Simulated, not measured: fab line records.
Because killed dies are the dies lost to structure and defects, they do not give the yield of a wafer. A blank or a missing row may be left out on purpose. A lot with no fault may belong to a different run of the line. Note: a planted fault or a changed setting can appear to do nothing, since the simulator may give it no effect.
Struck lot and sound lot, side by side    flow nand_harc    37 steps out of a route of 1159
Sound: these wafers, L299.1, L299.3, L299.6. Struck: wafer L306.4 (L306.1, L306.6, from the same lot, were not struck and are left out); the cause is given at the end.
Each step with rows lists, per side, the tool, then ch with its chambers, then its first start. Under that, the readings that differ: sound wafers    struck wafers    difference of the means    sigmas: that difference in standard deviations of wafers without a fault.
alike: words and numbers the same on both sides, and readings whose means are apart by under 2 such deviations; not compared: readings that were withheld, readings missing a value for some wafer, numbers with overlapping values and no deviation given by the record, and bounds like >300 which may hide the same value.
A row with sigmas, a row that says differs or no value, or rows on one side alone: a step with any of these is where the two part. Non-overlapping numbers with no deviation appear without sigmas and do not part them. A reading missing from all wafers of one side parts the sides only when that side holds two or more wafers.

NHARC_A_ONON_D1_INSPECT_32:
  sound on defect_inspect-02, day 9 06:44; struck on defect_inspect-02, day 10 21:43
reading           sound        struck  difference  sigmas
raw_defect_count  149 209 136  65      -100        -3
then, 10 steps without rows for these wafers: NHARC_A_CHANNEL_HOLE_D1_DEP_00 (deposits aC, target thk 3100 nm); NHARC_A_CHANNEL_HOLE_D1_DEP_01 (deposits SiON, target thk 140 nm); NHARC_A_CHANNEL_HOLE_D1_DEHYDRATE_02 (time 120 s); NHARC_A_CHANNEL_HOLE_D1_HMDS_03 (time 30 s); NHARC_A_CHANNEL_HOLE_D1_COAT_36 (time 75 s); NHARC_A_CHANNEL_HOLE_D1_COAT_37 (time 65 s); NHARC_A_CHANNEL_HOLE_D1_COAT_04 (resist thk 90 nm); NHARC_A_CHANNEL_HOLE_D1_SOFTBAKE_05 (time 55 s); NHARC_A_CHANNEL_HOLE_D1_EBR_06; NHARC_A_CHANNEL_HOLE_D1_EXPOSE_07 (exposes mask HOLE D1, target cd 100 nm).
NHARC_A_CHANNEL_HOLE_D1_PEB_08: peb time 65 s.
  sound on litho_track-04 ch 0, day 9 10:41; struck on litho_track-01 ch 0, day 11 00:13
  alike: chill_plate_temp_C, exhaust_pa
then, 1 step without rows for these wafers: NHARC_A_CHANNEL_HOLE_D1_DEVELOP_09 (develop time 35 s).
NHARC_A_CHANNEL_HOLE_D1_CD_MEAS_10 targets a cd of 100 nm.
  sound on cd_sem-02 ch 0, day 9 10:46; struck on cd_sem-01 ch 0, day 11 00:18
reading     sound              struck  difference  sigmas
cd_nm (nm)  100.2 100.3 100.6  104.6   +4.2        +7
NHARC_A_CHANNEL_HOLE_D1_OVL_MEAS_11:
  sound on overlay-02, day 9 10:52; struck on overlay-01, day 11 00:23
reading            sound          struck  difference  sigmas
overlay_y_nm (nm)  -0.1 -0.5 0.1  1.7     +1.9        +2
  alike: overlay_x_nm
NHARC_A_CHANNEL_HOLE_D1_INSPECT_12:
  sound on defect_inspect-01, day 9 10:53; struck on defect_inspect-02, day 11 00:26
  alike: raw_defect_count
NHARC_A_CHANNEL_HOLE_D1_DESCUM_15: chemistry O2, time 3 s.
  sound on rie_diel-09 ch 0,1,3, day 9 10:57; struck on rie_diel-09 ch 3, day 11 00:29
reading                             sound                 struck  difference  sigmas
throttle_valve_pct (%)              11.311 11.320 11.327  11.299  -0.020      -2
model.A_CHANNEL_HOLE_D1.cd_nm (nm)  100.1 100.2 101.2     104.8   +4.3        
  alike: drypump_motor_current_A, oes_product_au, rf_vpp_V, showerhead_plenum_p_Torr
  not compared: rf_hours_counter_h
NHARC_A_CHANNEL_HOLE_D1_ETCH_38: etches the open film in CF4, target depth 39 nm, time 65 s.
  sound on rie_diel-09 ch 1,3, day 9 11:03; struck on rie_diel-09 ch 3, day 11 00:36
  alike: cf4_flow_sccm, drypump_motor_current_A, oes_product_au, rf_vpp_V, showerhead_plenum_p_Torr, throttle_valve_pct
  not compared: rf_hours_counter_h
then, 2 steps without rows for these wafers: NHARC_A_CHANNEL_HOLE_D1_ETCH_39 (etches the open film in N2/H2, target depth 260 nm, time 325 s); NHARC_A_CHANNEL_HOLE_D1_ETCH_34 (etches the open film in CF4/CHF3, target depth 154 nm, time 77 s).
NHARC_A_CHANNEL_HOLE_D1_ETCH_16: etches the open film in O2/COS, target depth 3100 nm, time 806 s.
  sound: rie_diel-09 ch 0,1; struck: rie_diel-09 ch 2
  alike: drypump_motor_current_A, oes_product_au, rf_vpp_V, showerhead_plenum_p_Torr, throttle_valve_pct
  not compared: rf_hours_counter_h
NHARC_A_CHANNEL_HOLE_D1_CD_MEAS_18:
  sound on cd_sem-03, day 9 12:16; struck on cd_sem-03, day 11 01:48
  alike: cd_nm
then, 1 step without rows for these wafers: NHARC_A_CHANNEL_HOLE_D1_ETCH_19 (etches the open film in C4F8/O2/Ar, time 34.5 s).
NHARC_A_CHANNEL_HOLE_D1_ETCH_20: etches the open film in C4F8/O2/Ar, time 361.9 s, target depth 1600 nm.
  sound on har_etch-01 ch 1, day 9 14:41; struck on har_etch-02 ch 0, day 11 01:59
reading                          sound           struck  difference  sigmas
showerhead_plenum_p_Torr (Torr)  3.82 3.82 3.82  3.65    -0.17       -2
  alike: drypump_motor_current_A, throttle_valve_pct
  not compared: rf_hours_counter_h
then, 1 step without rows for these wafers: NHARC_A_CHANNEL_HOLE_D1_ETCH_21 (etches the open film in C4F8/O2/Ar, time 514.3 s, target depth 1600 nm).
NHARC_A_CHANNEL_HOLE_D1_ETCH_22: etches the open film in C4F8/O2/Ar, time 666.7 s, target depth 1600 nm.
  sound on har_etch-01 ch 1, day 9 15:29; struck on har_etch-02 ch 0, day 11 02:44
reading                          sound                 struck  difference  sigmas
showerhead_plenum_p_Torr (Torr)  3.82 3.82 3.82        3.65    -0.17       -2
throttle_valve_pct (%)           32.162 32.164 32.162  32.143  -0.020      -2
  alike: drypump_motor_current_A
  not compared: rf_hours_counter_h
then, 1 step without rows for these wafers: NHARC_A_CHANNEL_HOLE_D1_ETCH_23 (etches the open film in C4F8/O2/Ar, time 819 s, target depth 1600 nm).
NHARC_A_CHANNEL_HOLE_D1_ETCH_24: etches the open film in C4F8/O2/Ar, time 906.2 s, target depth 1500 nm.
  sound on har_etch-01 ch 1, day 9 16:46; struck on har_etch-02 ch 0, day 11 04:01
reading                          sound                 struck  difference  sigmas
showerhead_plenum_p_Torr (Torr)  3.81 3.81 3.81        3.64    -0.17       -2
throttle_valve_pct (%)           32.235 32.223 32.237  32.261  +0.029      +3
  alike: drypump_motor_current_A
  not compared: rf_hours_counter_h
then, 6 steps without rows for these wafers: NHARC_A_CHANNEL_HOLE_D1_ETCH_25 (etches the open film in C4F8/O2/Ar, time 1040.2 s, target depth 1500 nm); NHARC_A_CHANNEL_HOLE_D1_ETCH_26 (etches the open film in C4F8/O2/Ar, time 224.1 s, target depth 300 nm); NHARC_A_CHANNEL_HOLE_D1_ETCH_33 (etches the open film in C4F8/O2/Ar, time 90 s, target depth 400 nm); NHARC_A_CHANNEL_HOLE_D1_STRIP_41 (strips in N2/H2); NHARC_A_CHANNEL_HOLE_D1_STRIP_42 (strips in CF4/CHF3); NHARC_A_CHANNEL_HOLE_D1_STRIP_43 (strips in O2/COS).
NHARC_A_CHANNEL_HOLE_D1_ETCH_44: etches the open film in CF4/O2, target depth 140 nm, overetch 14 nm, time 77 s.
  sound on rie_diel-09 ch 2,3, day 9 19:17; struck on rie_diel-09 ch 1, day 11 06:38
reading                             sound             struck  difference  sigmas
model.A_CHANNEL_HOLE_D1.cd_nm (nm)  91.11 89.13 90.5  92.41   +2.16       
  alike: cf4_flow_sccm, drypump_motor_current_A, oes_product_au, rf_vpp_V, showerhead_plenum_p_Torr, throttle_valve_pct
  not compared: rf_hours_counter_h
then, 1 step without rows for these wafers: NHARC_A_CHANNEL_HOLE_D1_STRIP_27 (strips in O2).
-- break in the record here, with 11 days between the starts of the struck wafers on either side (left off in module A_CHANNEL_HOLE_D1, picked up again in module END, where the first step shown is number 1159 on the route) --
NHARC_END_SORT_01:
  sound on prober-02 ch 0, day 20 07:17; struck on prober-01 ch 0, day 22 09:53
  alike: killed_at_array, killed_at_other, killed_at_periphery, killed_dies, killed_open, killed_short

== WHERE THEY PART ==
Earliest at NHARC_A_ONON_D1_INSPECT_32; latest, in this record, at NHARC_A_CHANNEL_HOLE_D1_ETCH_24. Later steps at which nothing parts them and some readings are alike: NHARC_A_CHANNEL_HOLE_D1_ETCH_44, NHARC_END_SORT_01.

WHY: what the simulator had put in
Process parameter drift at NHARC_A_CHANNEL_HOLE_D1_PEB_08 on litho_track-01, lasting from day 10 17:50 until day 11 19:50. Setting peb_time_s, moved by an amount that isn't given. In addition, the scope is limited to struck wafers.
